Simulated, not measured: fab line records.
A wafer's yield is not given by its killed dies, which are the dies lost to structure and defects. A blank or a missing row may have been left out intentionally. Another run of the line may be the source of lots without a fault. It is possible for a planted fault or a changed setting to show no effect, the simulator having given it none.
A lot that was struck, set against a sound lot ; flow nandHarc ; 15 out of 1302 route steps
Sound: the wafers L697.1, L697.4, L697.5. Struck: wafer L714.5 (left out: L714.1, L714.4 of the same lot, which were not struck); the cause appears at the end.
Each step with rows lists, per side, the tool, then ch with its chambers, then its first start. Under that, the readings that differ: sound wafers ; struck wafers ; difference of the means ; sigmas: that difference in standard deviations of wafers without a fault.
alike: same words and numbers on both sides, and readings whose means sit less than 2 such deviations apart. not compared: any withheld reading, any reading some wafer has no value for, any bound like >300 that may hide the same value, and any number with overlapping values for which the record gives no deviation.
A row with sigmas, a row that says differs or no value, or rows on one side alone: a step with any of these is where the two part. Numbers that don't overlap but have no deviation are shown without sigmas and don't part them. A reading that every wafer of one side lacks parts them only if that side has two wafers or more.

first, 8 steps without rows for these wafers: NHARC_A_SLIT_DEHYDRATE_01 (time 120 s); NHARC_A_SLIT_HMDS_02 (time 30 s); NHARC_A_SLIT_COAT_03 (resist thk 90 nm); NHARC_A_SLIT_SOFTBAKE_04 (time 55 s); NHARC_A_SLIT_EBR_05; NHARC_A_SLIT_EXPOSE_06 (exposes mask SLIT); NHARC_A_SLIT_PEB_07 (peb time 65 s); NHARC_A_SLIT_DEVELOP_08 (develop time 35 s).
NHARC_A_SLIT_CD_MEAS_09: the cd target is 300 nm.
  sound on cdSem-01 ch 0, day 20 14:58; struck on cdSem-02 ch 0, day 27 21:05
  alike: cdNm
NHARC_A_SLIT_OVL_MEAS_10:
  sound on overlay-01 at day 20 15:03; struck on overlay-02 at day 27 21:10
reading;sound;struck;difference;sigmas
overlayXNm (nm);-1.0 -1.0 -1.3;1.7;+2.8;+3
  alike: overlayYNm
NHARC_A_SLIT_INSPECT_11:
  sound on defectInspect-01 at day 20 15:05; struck on defectInspect-01 at day 27 21:13
reading;sound;struck;difference;sigmas
rawDefectCount;131 118 120;26;-97;-3
NHARC_A_SLIT_DESCUM_14: chemistry O2, time 3 s.
  sound on rieDiel-09 ch 0,1, day 20 15:09; struck on rieDiel-09 ch 0, day 27 21:17
reading;sound;struck;difference;sigmas
oesProductAu (a.u.);0.986 0.987 0.985;1.017;+0.031;+2
  alike: drypumpMotorCurrentA, rfVppV, showerheadPlenumPTorr, throttleValvePct
  not compared: rfHoursCounterH
NHARC_A_SLIT_ETCH_24: etches the open film in CF4/CHF3, target depth 121 nm, time 60.5 s.
  sound on rieDiel-09 ch 1,2, day 20 15:14; struck on rieDiel-09 ch 2, day 27 21:21
reading;sound;struck;difference;sigmas
runLengthS (s);82.7 82.8 82.3;68.2;-14.4;-34
throttleValvePct (%);16.816 16.811 16.798;16.790;-0.018;-2
  alike: drypumpMotorCurrentA, oesProductAu, rfVppV, showerheadPlenumPTorr
  not compared: rfHoursCounterH
NHARC_A_SLIT_ETCH_15: etches the open film in O2/COS, target depth 6200 nm, time 1612 s.
  sound on rieDiel-09 ch 1,2,3; struck on rieDiel-09 ch 2
  alike: cosFlowSccm, drypumpMotorCurrentA, oesProductAu, rfVppV, runLengthS, showerheadPlenumPTorr, throttleValvePct
  not compared: rfHoursCounterH
-- record jumps: 5 days between struck wafers' starts before vs after; left off in module A_SLIT, resumes in module END, first step shown is number 1302 of the route --
NHARC_END_SORT_01:
  sound on prober-01 ch 0, day 25 09:07; struck on prober-01 ch 0, day 32 11:24
reading;sound;struck;difference;sigmas
hold;- - -;awaitDispo/4.9h/release;no value on the sound wafers;
killedAtArray;45 56 66;655;+599;+50
killedDies;59 65 71;669;+604;+46
killedOpen;4 0 2;8;+6;+3
killedShort;0 4 1;6;+4;+3
  alike: killedAtOther, killedAtPeriphery

## WHERE THEY PART
At NHARC_A_SLIT_OVL_MEAS_10 first; at NHARC_END_SORT_01 last (within this record only).

WHY: the cause the simulator had injected
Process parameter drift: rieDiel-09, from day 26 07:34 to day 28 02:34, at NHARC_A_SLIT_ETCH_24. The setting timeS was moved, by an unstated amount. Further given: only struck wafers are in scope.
